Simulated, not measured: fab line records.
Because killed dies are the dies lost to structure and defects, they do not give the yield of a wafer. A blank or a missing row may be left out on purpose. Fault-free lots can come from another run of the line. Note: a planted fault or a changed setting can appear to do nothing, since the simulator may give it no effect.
Matching of chambers | flow n5 finfet | N5_BEOL_M15_CMP_49 on cmp-03: 4 sister chambers
The step polishes, stops on SiO2, t overpolish 4.9 s, target thk 850 nm. 14 wafers are shown with their chamber, then 7 later ones without.

WAFERS WITH THEIR CHAMBER
wafer  | chamber | motor current A (A) | barrier field endpoint s (s) | slurry flow ml min
L077.3 | 2       | 9.2                 | 12.11                        | 149.6
L077.4 | 0       | 7.0                 | 11.62                        | 150.0
L077.6 | 2       | 9.1                 | 12.20                        | 149.7
L075.3 | 1       | 8.7                 | 11.64                        | 150.3
L075.4 | 2       | 9.2                 | 11.70                        | 150.4
L075.6 | 1       | 9.4                 | 11.30                        | 150.3
L079.3 | 0       | 6.9                 | 11.48                        | 150.1
L079.4 | 1       | 8.6                 | 11.44                        | 150.5
L079.6 | 3       | 9.5                 | 11.34                        | 149.9
L081.1 | 1       | 9.2                 | 11.01                        | 150.7
L081.2 | 0       | 7.2                 | 11.33                        | 149.9
L081.5 | 0       | 7.1                 | 11.50                        | 149.4
L089.3 | 1       | 9.0                 | 11.31                        | 149.7
L089.4 | 2       | 9.9                 | 11.40                        | 149.8

SIGNATURES, as means of the wafers listed above
reading                  | chamber 0 | chamber 1 | chamber 2 | chamber 3 | scatter within a chamber
motor current A          | 7.050     | 8.980     | 9.350     | 9.500     | 0.301
barrier field endpoint s | 11.4825   | 11.3400   | 11.8525   | 11.3400   | 0.259
slurry flow ml min       | 149.850   | 150.300   | 149.875   | 149.900   | 0.352
Rule: for each reading, subtract the chamber's mean from the wafer's reading, divide by that reading's scatter and square the result; add these up over the readings and take the root, which gives the wafer's distance from the chamber. If the next closest chamber is less than 2 further off than the closest, the wafer can't be placed; otherwise it belongs to the closest. The scatter: take each reading less its chamber's mean, square it, sum over the shown wafers, divide by the number of wafers less the number of chambers, and take the root.

WAFERS WITH NO CHAMBER GIVEN
wafer  | motor current A (A) | barrier field endpoint s (s) | slurry flow ml min
L089.5 | 7.0                 | 11.45                        | 149.9
L091.1 | 9.2                 | 11.03                        | 149.5
L091.3 | 8.9                 | 11.35                        | 150.4
L091.4 | 7.1                 | 11.53                        | 150.5
L096.1 | 9.3                 | 11.16                        | 149.4
L096.2 | 9.6                 | 10.95                        | 150.1
L096.4 | 7.5                 | 11.39                        | 150.1

EACH ONE'S CHAMBER
wafer  | from the rows above          | in truth
L089.5 | 0                            | 0
L091.1 | can't be placed: 3 or 1 or 2 | 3
L091.3 | 1                            | 1
L091.4 | 0                            | 0
L096.1 | can't be placed: 3 or 1 or 2 | 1
L096.2 | can't be placed: 3 or 1 or 2 | 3
L096.4 | 0                            | 0
Placed correctly: 4 of 7. Can't be placed from these rows: 3 (the true chamber is among the candidates in 3). Placed wrongly: 0.
